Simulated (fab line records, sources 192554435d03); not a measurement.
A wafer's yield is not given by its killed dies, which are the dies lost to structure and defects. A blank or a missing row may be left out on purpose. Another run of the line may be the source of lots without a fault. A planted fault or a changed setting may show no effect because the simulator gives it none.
fab line records	flow n5_finfet	part 1 of 2: steps 1 to 21 of 22
record lots=5	wafers=15	last_day=16
route steps=1938 shown GATE_CUT@480 BEOL_M4@1111 PASSIVATION@1936
lots untouched by any fault: they come from a run of this same line in which no faults occurred
start_h: start of the lot's first displayed wafer, in hours after the record's first day	wait_h: hours elapsed since this lot's preceding step	" same as the row above	L1.1+2: a row that stands for several wafers	- no value, or no start given	* or withheld: withheld	< > ~ a bound
route shown NAME@n: names a module that has steps shown in the file, with the first one's number in the route	usual: mean/standard deviation of fault-free wafers	same: alike in all rows	chamber/n: place in a boat	sites: the reading at each site	_std_site: the values' standard deviation	_edge_site: the outer-site mean with the inner-site mean subtracted	radius_mm: how far each site lies from the wafer's centre	mask NAME#n: copy n	behind: the tool/chamber that last shaped the wafer	hold: cause of the lot's hold/its duration in hours/its outcome	device: the n, p or np transistor that did not switch	end of line: tests of these same wafers at the route's end	a step given without rows: its recipe and nothing more	killed: dies that structure and defects cost at the first sort, which is not the same as the wafer's yield	map: per-die view of a wafer (x killed, . not killed, _ where there is no die)
set.NAME: the run value of the setting; set.NAME@STEP: its run value at that earlier step	model.NAME: the simulator's own value behind a step, which no gauge read
certain route steps with their lots: each step a table, each wafer a row
services: the hour from which a tool's chamber was out of use, counted from the record's first day as start_h (under 0 if before that day), plus the number of hours and why
## steps
# step N5_GATE_CUT_COAT_27
# recipe resist=underlayer	temp_c=205	time_s=60	spin_rpm=1500	resist_thk_nm=10
# step N5_GATE_CUT_COAT_07
# recipe resist=CAR-EUV	spin_rpm=1500	resist_thk_nm=30
# step N5_GATE_CUT_EBR_09
# recipe solvent=PGMEA	ebr_width_mm=1.5
# step N5_GATE_CUT_SOFTBAKE_08
# recipe temp_c=110	time_s=60	resist=CAR-EUV
# step N5_GATE_CUT_EXPOSE_10
# recipe mask_id=GATE_CUT	na=0.33	source_shape=annular	sigma_inner=0.35	sigma_outer=0.8	polarization=unpolarized	target_cd_nm=20	dose_mj=43.25
# step N5_GATE_CUT_PEB_11
# recipe peb_temp_c=100	peb_time_s=60	resist=CAR-EUV
# step N5_GATE_CUT_DEVELOP_12
# recipe develop_time_s=30	developer=TMAH	resist=CAR-EUV	rinse_liquid=surfactant_rinse	dry=air_spin	dev_temp_c=23
# step N5_GATE_CUT_DESCUM_18
# recipe chemistry=O2	time_s=7	source_power_w=50	bias_power_w=20	pressure_mtorr=20	rf_frequency_hz=2.712e+07	temp_c=40	resist=CAR-EUV	o2_flow_sccm=225
# step N5_GATE_CUT_ETCH_28
# recipe chemistry=N2/H2	target=underlayer	target_depth_a=130	mask_material=CAR-EUV	time_s=10.4	ion_energy_ev=200	pressure_mtorr=30	source_w=840	bias_w=150	n2_flow_sccm=200	h2_flow_sccm=200	ends=cleared
# step N5_GATE_CUT_ETCH_36
# recipe chemistry=CF4	target=SiARC	target_depth_a=130	mask_material=CAR-EUV	time_s=21.7	ion_energy_ev=80	pressure_mtorr=40	source_w=545	bias_w=36	Ar_flow_sccm=100	cf4_flow_sccm=100	ends=cleared
# usual bias_w=36.00/0.11	cf4_flow_sccm=100.0/0.31	drypump_motor_current_A=5.5/0.48	etch_rf_on_time_s=21.7/0.46	mfc_ar_sccm=100.0/0.33	oes_product_au=0.67/0.054	rf_vpp_V=184.4/1	showerhead_plenum_p_Torr=2.16/0.047	throttle_valve_pct=15.61/0.15
lot.wafer	tool	chamber	start_h	wait_h	bias_w	cf4_flow_sccm	drypump_motor_current_A	etch_rf_on_time_s	mfc_ar_sccm	oes_product_au	rf_hours_counter_h	rf_vpp_V	showerhead_plenum_p_Torr	throttle_valve_pct	model.CAR-EUV_of_GATE_CUT_COAT_07.thk_nm
L966.3	rie_diel-02	1	99.73	0.0	36.03	100.1	5.7	21.7	99.8	0.69	118	183.7	2.15	15.53	7
L966.4	"	3	"	"	35.84	100.2	4.9	22.3	99.9	0.65	144	183.5	2.23	15.41	7
L966.6	"	3	"	"	35.74	100.6	4.9	22.1	99.8	0.66	-	185.1	2.23	15.41	7
L976.3	rie_diel-04	0	160.44	0.0	-	-	-	-	-	-	-	-	-	-	14.4
L976.4	"	3	"	"	-	-	-	-	-	-	-	-	-	-	14.6
L976.5	"	2	"	"	-	-	-	-	-	-	-	-	-	-	14.8
L977.1	rie_diel-02	3	165.82	0.0	-	-	-	-	-	-	-	-	-	-	14.6
L977.2	"	2	"	"	-	-	-	-	-	-	-	-	-	-	14.6
L977.3	"	0	"	"	-	-	-	-	-	-	-	-	-	-	14.6
L978.2	rie_diel-02	1	169.98	0.0	-	-	-	-	-	-	-	-	-	-	14.6
L978.4	"	0	"	"	-	-	-	-	-	-	-	-	-	-	14.6
L978.6	"	3	"	"	-	-	-	-	-	-	-	-	-	-	14.6
L980.3	rie_diel-04	3	180.48	0.0	36.06	100.1	5.3	21.5	100.0	0.72	50	183.5	2.17	15.47	6.8
L980.4	"	2	"	"	36.01	99.9	5.0	21.3	100.2	0.73	70	183.4	2.10	15.73	7
L980.6	"	0	"	"	36.10	100.3	5.1	20.9	99.6	0.69	-	185.2	2.16	15.56	6.8
# step N5_GATE_CUT_ETCH_37
# recipe chemistry=N2/H2	target=SOC	target_depth_a=600	overetch_a=120	mask_material=SiARC	temp_c=40	time_s=90	ion_energy_ev=200	pressure_mtorr=30	source_w=840	bias_w=150	n2_flow_sccm=200	h2_flow_sccm=200
# usual bias_w=150.0/0.42	chamber_pressure_mTorr=30.001/0.024	drypump_motor_current_A=5.5/0.48	oes_product_au=0.71/0.052	rf_vpp_V=524.5/1.8	showerhead_plenum_p_Torr=2.57/0.063	throttle_valve_pct=17.86/0.17
lot.wafer	tool	chamber	start_h	wait_h	bias_w	chamber_pressure_mTorr	drypump_motor_current_A	oes_product_au	rf_hours_counter_h	rf_vpp_V	showerhead_plenum_p_Torr	throttle_valve_pct
L966.3	rie_diel-02	1	99.75	0.0	149.9	29.969	5.8	0.73	118	522.8	2.57	17.85
L966.4	"	3	"	"	150.4	29.976	5.0	0.69	144	525.9	2.67	17.77
L966.6	"	3	"	"	149.7	29.999	5.0	0.69	-	526.6	2.67	17.74
L976.3	rie_diel-04	0	160.47	0.0	149.2	30.005	5.1	0.30	87	524.2	2.56	17.63
L976.4	"	3	"	"	150.2	29.971	5.3	0.32	44	524.8	2.59	17.64
L976.5	"	2	"	"	149.3	29.965	5.0	0.33	-	522.2	2.46	17.78
L977.1	rie_diel-02	3	165.85	0.0	149.8	29.969	5.0	0.28	164	527.5	2.67	17.72
L977.2	"	2	"	"	149.8	30.036	6.4	0.37	3	525.9	2.60	17.62
L977.3	"	0	"	"	149.7	30.042	5.3	0.26	201	524.0	2.53	18.17
L978.2	rie_diel-02	1	170.01	0.0	150.9	29.990	5.7	0.29	139	523.1	2.56	17.84
L978.4	"	0	"	"	149.2	29.996	5.3	0.27	202	522.2	2.53	18.18
L978.6	"	3	"	"	150.6	30.020	5.0	0.29	-	527.2	2.66	17.73
L980.3	rie_diel-04	3	180.51	0.0	149.6	30.028	5.3	0.75	50	524.7	2.58	17.71
L980.4	"	2	"	"	150.1	29.994	5.0	0.76	70	521.7	2.46	17.87
L980.6	"	0	"	"	150.4	29.987	5.1	0.70	-	523.6	2.56	17.70
# step N5_GATE_CUT_STRIP_38
# recipe chemistry=N2/H2	temp_c=40	n2_flow_sccm=200	h2_flow_sccm=200	rf_frequency_hz=6e+07
# step N5_GATE_CUT_STRIP_39
# recipe chemistry=N2/H2	temp_c=40	n2_flow_sccm=200	h2_flow_sccm=200	rf_frequency_hz=6e+07
# step N5_GATE_CUT_HM_OPEN_40
# recipe chemistry=C4F6/O2	target=SiO2	mask_material=SiARC	target_depth_a=1390	time_s=85.1	ion_energy_ev=250	pressure_mtorr=30	source_w=345	bias_w=185	Ar_flow_sccm=300	C4F6_flow_sccm=10	O2_flow_sccm=10	ends=cleared
# usual C4F6_flow_sccm=10.00/0.031	bias_w=185.0/0.55	drypump_motor_current_A=5.5/0.48	etch_rf_on_time_s=93.9/2.1	mfc_ar_sccm=299.9/0.88	oes_product_au=0.71/0.057	rf_vpp_V=666/12	showerhead_plenum_p_Torr=2.88/0.068	throttle_valve_pct=20.95/0.13
lot.wafer	tool	chamber	start_h	wait_h	C4F6_flow_sccm	bias_w	drypump_motor_current_A	etch_rf_on_time_s	mfc_ar_sccm	oes_product_au	rf_hours_counter_h	rf_vpp_V	showerhead_plenum_p_Torr	throttle_valve_pct
L966.3	rie_diel-02	1	99.84	0.0	10.01	184.8	5.8	91.9	299.0	0.74	118	660	2.84	20.71
L966.4	"	3	"	"	10.01	184.8	5.0	95.1	302.0	0.70	145	674	2.98	20.83
L966.6	"	3	"	"	10.03	184.9	5.0	94.7	299.0	0.70	-	671	2.98	20.83
L976.3	rie_diel-04	0	160.55	0.0	9.98	-	5.1	212.8	299.3	0.30	87	654	2.87	20.70
L976.4	"	3	"	"	9.95	-	5.3	212.7	299.2	0.32	44	651	2.91	20.75
L976.5	"	2	"	"	10.04	-	5.0	212.7	299.2	0.33	-	692	2.78	20.88
L977.1	rie_diel-02	3	165.93	0.0	9.98	-	5.0	212.8	298.7	0.29	164	671	2.97	20.65
L977.2	"	2	"	"	10.03	-	6.4	212.7	298.9	0.36	3	671	2.94	20.77
L977.3	"	0	"	"	10.02	-	5.3	212.7	300.7	0.26	201	662	2.81	20.86
L978.2	rie_diel-02	1	170.09	0.0	9.96	-	5.8	212.7	300.8	0.29	139	659	2.83	20.54
L978.4	"	0	"	"	9.97	-	5.3	212.7	299.9	0.28	202	662	2.81	20.89
L978.6	"	3	"	"	10.04	-	5.0	212.8	301.8	0.29	-	671	2.97	20.66
L980.3	rie_diel-04	3	180.59	0.0	10.05	185.2	5.3	93.9	301.0	0.76	50	653	2.91	20.97
L980.4	"	2	"	"	9.99	185.3	5.0	91.8	299.8	0.78	70	691	2.78	21.09
L980.6	"	0	"	"	9.99	185.9	5.1	93.3	299.5	0.72	-	657	2.87	20.91
# step N5_GATE_CUT_STRIP_41
# recipe chemistry=CF4	resist=SiARC	power_w=300	bias_power_w=75	pressure_mtorr=50	cf4_flow_sccm=150	rf_frequency_hz=6e+07
# step N5_GATE_CUT_STRIP_42
# recipe chemistry=O2	power_w=400	temp_c=40	pressure_mtorr=30	rf_frequency_hz=6e+07	bias_power_w=0	overash_fraction=0.3	o2_flow_sccm=225
# step N5_GATE_CUT_ETCH_19
# recipe chemistry=CH3F/O2	target=SiNx	mask_material=SiO2	target_depth_a=537	time_s=76.7	pressure_mtorr=30	source_w=395	bias_w=73	Ar_flow_sccm=150	CH3F_flow_sccm=30	O2_flow_sccm=20	ion_energy_ev=120	ends=cleared
# usual CH3F_flow_sccm=30.00/0.089	O2_flow_sccm=20.00/0.058	bias_w=73.01/0.21	drypump_motor_current_A=5.5/0.48	etch_rf_on_time_s=76.8/1.2	mfc_ar_sccm=150.0/0.47	oes_product_au=0.67/0.053	rf_vpp_V=298/5.2	showerhead_plenum_p_Torr=2.02/0.05	throttle_valve_pct=16.35/0.13
lot.wafer	tool	chamber	start_h	wait_h	CH3F_flow_sccm	O2_flow_sccm	bias_w	drypump_motor_current_A	etch_rf_on_time_s	mfc_ar_sccm	oes_product_au	rf_hours_counter_h	rf_vpp_V	showerhead_plenum_p_Torr	throttle_valve_pct
L966.3	rie_diel-02	1	99.96	0.0	30.05	19.88	73.20	5.7	75.9	150.4	0.69	118	294	2.00	16.19
L966.4	"	3	"	"	30.03	20.04	72.62	5.0	77.5	150.0	0.66	145	301	2.10	16.22
L966.6	"	3	"	"	30.04	20.02	73.21	4.9	77.3	150.1	0.66	-	301	2.10	16.22
L976.3	rie_diel-04	0	160.67	0.0	30.01	20.06	-	5.1	191.7	150.2	0.30	87	293	2.02	16.24
L976.4	"	3	"	"	30.06	20.04	-	5.3	191.8	149.6	0.31	44	290	2.05	16.25
L976.5	"	2	"	"	29.88	20.06	-	5.0	191.7	150.0	0.32	-	309	1.95	16.37
L977.1	rie_diel-02	3	166.05	0.0	30.01	20.07	-	5.0	191.8	150.3	0.28	164	299	2.09	16.24
L977.2	"	2	"	"	29.96	19.99	-	6.4	191.8	150.6	0.36	3	300	2.07	16.25
L977.3	"	0	"	"	30.14	19.90	-	5.3	191.8	150.0	0.26	201	295	1.98	16.49
L978.2	rie_diel-02	1	170.21	0.0	30.02	19.99	-	5.7	191.8	150.8	0.29	139	295	1.99	16.18
L978.4	"	0	"	"	30.07	20.01	-	5.3	191.7	149.7	0.27	202	295	1.98	16.49
L978.6	"	3	"	"	30.06	19.95	-	4.9	191.8	150.0	0.28	-	301	2.09	16.22
L980.3	rie_diel-04	3	180.72	0.0	30.01	20.02	73.34	5.3	76.3	150.1	0.72	50	291	2.05	16.31
L980.4	"	2	"	"	30.23	19.95	73.10	5.0	75.3	149.9	0.73	70	309	1.95	16.42
L980.6	"	0	"	"	29.94	20.00	73.10	5.1	75.6	150.2	0.68	-	295	2.02	16.30
# step N5_GATE_CUT_CUT_ETCH_53
# recipe chemistry=SF6/Cl2	target=W	mask_material=SiO2	target_depth_a=792	pressure_mtorr=8	icp_w=900	bias_w=80	SF6_flow_sccm=40	Cl2_flow_sccm=60	ends=cleared
# usual SF6_flow_sccm=40.02/0.11	bias_w=80.01/0.21	drypump_motor_current_A=6.03/0.29	etch_rf_on_time_s=26.4/0.47	he_backside_leak_sccm=3.33/0.29	oes_product_au=0.70/0.12	throttle_valve_pct=28.87/0.22
lot.wafer	tool	chamber	start_h	wait_h	SF6_flow_sccm	bias_w	drypump_motor_current_A	etch_rf_on_time_s	he_backside_leak_sccm	oes_product_au	rf_hours_counter_h	throttle_valve_pct
L966.3	rie_metal-02	1	100.09	0.1	39.97	80.33	6.28	26.6	3.05	0.61	-	28.65
L966.4	"	0	"	"	39.80	79.75	5.62	26.2	3.47	0.86	-	29.09
L966.6	"	0	"	"	39.95	79.72	5.61	26.1	3.42	0.87	-	29.08
L976.3	rie_metal-03	0	160.80	0.1	39.86	80.14	5.82	34.3	3.36	0.32	-	27.69
L976.4	"	1	"	"	40.03	80.37	5.96	34.3	3.25	0.22	-	27.55
L976.5	"	1	"	"	40.05	79.71	5.97	34.3	3.32	0.21	-	27.56
L977.1	rie_metal-01	1	166.16	0.1	40.07	80.29	6.41	34.3	3.47	0.27	56	27.24
L977.2	"	1	"	"	40.16	80.31	6.39	34.3	3.54	0.27	-	27.24
L977.3	"	1	"	"	40.13	80.10	6.43	34.3	3.55	0.27	-	27.26
L978.2	rie_metal-02	1	170.32	0.1	40.10	80.05	6.30	34.3	2.90	0.26	92	27.28
L978.4	"	1	"	"	40.06	79.97	6.32	34.3	3.02	0.25	-	27.27
L978.6	"	1	"	"	40.10	80.04	6.32	34.3	3.06	0.25	-	27.29
L980.3	rie_metal-02	0	180.84	0.1	39.92	80.16	5.60	25.7	3.22	0.83	-	29.08
L980.4	"	1	"	"	40.09	80.00	6.30	26.6	3.23	0.61	-	28.65
L980.6	"	0	"	"	39.92	79.87	5.63	26.0	3.18	0.83	-	29.09
# step N5_GATE_CUT_CUT_ETCH_54
# recipe chemistry=Cl2/BCl3	target=TiN	mask_material=SiO2	target_depth_a=967	pressure_mtorr=10	icp_w=1000	bias_w=126	Cl2_flow_sccm=53.25	bcl3_flow_sccm=21.75	Ar_flow_sccm=25	ends=cleared
# usual bcl3_flow_sccm=21.76/0.063	bias_w=126.0/0.43	drypump_motor_current_A=6.03/0.28	etch_rf_on_time_s=36.8/0.64	he_backside_leak_sccm=3.32/0.17	mfc_ar_sccm=24.99/0.076	oes_product_au=0.71/0.12	throttle_valve_pct=22.15/0.18
lot.wafer	tool	chamber	start_h	wait_h	bcl3_flow_sccm	bias_w	drypump_motor_current_A	etch_rf_on_time_s	he_backside_leak_sccm	mfc_ar_sccm	oes_product_au	rf_hours_counter_h	throttle_valve_pct
L966.3	rie_metal-02	1	100.15	0.0	21.88	126.1	6.29	37.2	3.32	24.90	0.61	-	22.00
L966.4	"	0	"	"	21.64	125.8	5.63	36.5	3.16	24.99	0.86	-	22.18
L966.6	"	0	"	"	21.79	126.3	5.60	36.5	3.23	25.02	0.88	-	22.18
L976.3	rie_metal-03	0	160.86	0.0	21.78	125.6	5.84	47.9	3.23	25.09	0.32	-	22.91
L976.4	"	1	"	"	21.81	126.1	5.93	47.9	3.69	25.03	0.22	-	22.88
L976.5	"	1	"	"	21.85	125.6	5.94	47.9	3.55	25.06	0.22	-	22.87
L977.1	rie_metal-01	1	166.28	0.1	21.68	126.1	6.38	47.9	3.37	24.98	0.27	56	22.49
L977.2	"	1	"	"	21.73	125.3	6.42	47.9	3.52	25.07	0.27	-	22.50
L977.3	"	1	"	"	21.68	126.4	6.41	47.9	3.55	25.01	0.26	-	22.50
L978.2	rie_metal-02	1	170.38	0.0	21.75	125.8	6.27	47.9	3.31	24.90	0.25	92	22.53
L978.4	"	1	"	"	21.70	126.6	6.30	47.9	3.29	24.90	0.25	-	22.54
L978.6	"	1	"	"	21.82	126.0	6.32	47.9	3.49	24.97	0.25	-	22.55
L980.3	rie_metal-02	0	180.90	0.0	21.71	125.6	5.64	36.2	3.16	25.01	0.82	-	22.19
L980.4	"	1	"	"	21.63	126.6	6.25	37.3	3.31	25.15	0.60	-	22.02
L980.6	"	0	"	"	21.79	126.0	5.69	36.0	3.16	24.97	0.83	-	22.19
# step N5_GATE_CUT_CUT_ETCH_55
# recipe chemistry=BCl3	target=HfO2	mask_material=SiO2	target_depth_a=32	ion_energy_ev=30	pressure_mtorr=5	icp_w=450	bias_w=18	bcl3_flow_sccm=80
# usual bcl3_flow_sccm=80.00/0.24	bias_w=18.01/0.05	drypump_motor_current_A=6.03/0.28	he_backside_leak_sccm=3.3/0.3	oes_product_au=0.78/0.13	throttle_valve_pct=33.0/0.43
lot.wafer	tool	chamber	start_h	wait_h	bcl3_flow_sccm	bias_w	drypump_motor_current_A	he_backside_leak_sccm	oes_product_au	rf_hours_counter_h	throttle_valve_pct
L966.3	rie_metal-02	1	100.20	0.0	79.71	18.05	6.27	3.3	0.67	-	32.7
L966.4	"	0	"	"	80.38	18.02	5.66	3.4	0.95	-	33.3
L966.6	"	0	"	"	80.54	18.01	5.66	3.4	0.95	-	33.3
L976.3	rie_metal-03	0	160.91	0.0	79.91	18.02	5.83	3.3	0.32	-	33.2
L976.4	"	1	"	"	80.09	18.00	5.98	3.4	0.21	-	33.3
L976.5	"	1	"	"	79.94	18.00	6.00	3.4	0.22	-	33.3
L977.1	rie_metal-01	1	166.40	0.1	80.05	18.03	6.41	3.4	0.26	56	32.3
L977.2	"	1	"	"	80.09	17.97	6.41	3.4	0.27	-	32.3
L977.3	"	1	"	"	79.99	17.95	6.42	3.5	0.27	-	32.3
L978.2	rie_metal-02	1	170.44	0.0	79.80	18.05	6.28	3.3	0.25	92	32.8
L978.4	"	1	"	"	80.06	18.04	6.28	3.2	0.24	-	32.7
L978.6	"	1	"	"	80.12	17.95	6.26	3.1	0.25	-	32.7
L980.3	rie_metal-02	0	180.95	0.0	79.98	17.99	5.63	3.1	0.92	-	33.3
L980.4	"	1	"	"	79.64	17.97	6.29	3.1	0.67	-	32.8
L980.6	"	0	"	"	80.10	17.92	5.61	3.2	0.92	-	33.3
# step N5_BEOL_M4_RC_MEAS_101
# usual DIBL_N=36.3/2.2	DIBL_P=36.0/2.4	IOFF_N=0.16/0.042	IOFF_P=0.22/0.041	ION_N=672/14	ION_P=462/7.9	SS_N=71.7/0.76	SS_P=73.3/0.72	VT_N=250/3.6	VT_P=-249/3
lot.wafer	tool	chamber	start_h	wait_h	DIBL_N[mV/V]	DIBL_P[mV/V]	IOFF_N[nA/um]	IOFF_P[nA/um]	ION_N[uA/um]	ION_P[uA/um]	SS_N[mV/dec]	SS_P[mV/dec]	VT_N[mV]	VT_P[mV]
L966.3	prober-02	0	179.81	0.3	35.8	35.3	0.17	0.21	675	459	71.3	73.4	250	-251
L966.4	"	0	"	"	36.8	37.9	0.19	0.26	682	472	71.7	73.7	248	-248
L966.6	"	0	"	"	35.3	35.9	0.15	0.22	673	463	70.9	72.6	251	-252
L980.3	prober-01	0	285.80	0.3	34.3	31.1	0.11	0.15	652	451	70.7	73.0	254	-255
L980.4	"	0	"	"	42.5	39.2	0.32	0.30	680	469	74.0	74.4	243	-246
L980.6	"	0	"	"	38.5	36.7	0.19	0.24	682	466	72.0	74.3	246	-248
## key
first_sign step=N5_GATE_CUT_ETCH_36	reading=tool_record	direction=missing
effect step=N5_GATE_CUT_ETCH_37	reading=oes_product_au	direction=down	sigmas=7.8	usual=0.71	struck=0.30
effect step=N5_GATE_CUT_HM_OPEN_40	reading=etch_rf_on_time_s	direction=up	sigmas=57	usual=*	struck=*
effect step=N5_GATE_CUT_ETCH_19	reading=etch_rf_on_time_s	direction=up	sigmas=99+	usual=*	struck=*
effect step=N5_GATE_CUT_CUT_ETCH_53	reading=etch_rf_on_time_s	direction=up	sigmas=17	usual=*	struck=*
effect step=N5_GATE_CUT_CUT_ETCH_54	reading=etch_rf_on_time_s	direction=up	sigmas=17	usual=*	struck=*
effect step=N5_GATE_CUT_CUT_ETCH_55	reading=oes_product_au	direction=down	sigmas=4	usual=0.78	struck=0.26
effect step=N5_PASSIVATION_PROBE_49	reading=killed_at_front_end	direction=up	sigmas=82	usual=41	struck=1110
model_effect step=N5_GATE_CUT_ETCH_36	value=CAR-EUV_of_GATE_CUT_COAT_07.thk_nm	without=6.844	struck=14.6
more_kills_born_at N5_GATE_CUT_ETCH_36@rie_diel-02=6384	N5_GATE_CUT_ETCH_36@rie_diel-04=3224
met_at N5_GATE_CUT_ETCH_36
struck_wafers L976.3,L976.4,L976.5,L977.1,L977.2,L977.3,L978.2,L978.4,L978.6
later_rows_left_out L976.3,L976.4,L976.5,L977.1,L977.2,L977.3,L978.2,L978.4,L978.6
tester_left_out L976,L977,L978
onset_between 99.73 160.44
fault kind=skipped_step_whole	tool=rie_diel-02,rie_diel-04	chamber=-	onset_h=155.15	steps=N5_GATE_CUT_ETCH_36	scope=struck_lots_only
# tester_left_out: of these lots the tester's yield and bins aren't shown, on N5 and GAA mostly nor the transistor test; their killed dies are dies lost to structure and defects alone, not to doping, threshold or leakage, so they don't give the yield
# later_rows_left_out: the simulator's readings of these wafers behind a module that went badly wrong aren't trusted and aren't shown, but for the sort
